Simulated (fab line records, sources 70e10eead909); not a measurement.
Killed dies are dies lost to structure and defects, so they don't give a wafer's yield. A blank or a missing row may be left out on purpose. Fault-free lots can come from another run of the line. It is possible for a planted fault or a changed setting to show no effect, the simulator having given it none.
Struck lot and sound lot, side by side + flow nand harc + 13 steps out of a route of 1159
Sound: the wafers L667.3, L667.4, L667.5. Struck: wafers L659.1, L659.2, L659.6. Last of all comes the cause.
Order at every step that has rows: each side's tool, ch and its chambers, its first start. Under that, the readings that differ: sound wafers + struck wafers + difference of the means + sigmas: that difference in standard deviations of wafers without a fault.
alike: readings whose means differ by less than 2 such deviations, and words and numbers that are the same on both sides. not compared: withheld readings, readings that some wafer has no value for, bounds like >300 that may hide the same value, and numbers for which the record gives no deviation and whose values overlap.
The two part at a step that has a row with sigmas, a row that says differs or no value, or rows on one side only. Numbers that don't overlap but have no deviation are shown without sigmas and don't part them. Lack of a reading on every wafer of one side parts them only where that side has two or more wafers.

first, 1 step without rows for these wafers: NHARC_P_M1_SRD_25.
NHARC_P_M1_INSPECT_27:
  sound on defect inspect-02, day 10 20:47; struck on defect inspect-01, day 9 06:21
  alike: raw defect count
NHARC_P_M1_PRE_CLEAN_32: time 12 s.
  sound on pecvd-03 ch 0,1,2, day 10 20:50; struck on pecvd-03 ch 0,1,2, day 9 06:25
  alike: heater power w
NHARC_P_M1_DEP_33: deposits SiCN, target thk 30 nm.
  sound on pecvd-03 ch 0,1,2, day 10 20:55; struck on pecvd-03 ch 0,1,2, day 9 06:30
  alike: heater power w
then, 7 steps without rows for these wafers: NHARC_P_M2_DEP_00 (deposits SiOC, target thk 182.5 nm); NHARC_P_M2_DEHYDRATE_01 (time 120 s); NHARC_P_M2_HMDS_02 (time 30 s); NHARC_P_M2_COAT_34 (time 65 s); NHARC_P_M2_COAT_03 (resist thk 90 nm); NHARC_P_M2_SOFTBAKE_04 (time 55 s); NHARC_P_M2_EBR_05.
NHARC_P_M2_EXPOSE_06: exposes mask P M2, target cd 170 nm.
  sound on arfi scanner-01 ch 0, day 10 22:02; struck on arfi scanner-03, day 9 07:29
  no value came back on the struck wafers for exposure dose mJ cm2, focus offset nm (nm); on the sound wafers exposure dose mJ cm2 reads 80.74 80.72 80.77
  alike: mask
then, 1 step without rows for these wafers: NHARC_P_M2_PEB_07 (peb time 65 s).

WHERE THEY PART
Only at NHARC_P_M2_EXPOSE_06, as far as this record shows.

WHY: the cause the simulator had injected
At NHARC_P_M2_EXPOSE_06, the step was skipped entirely on arfi scanner-03 from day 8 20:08 on. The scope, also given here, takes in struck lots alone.
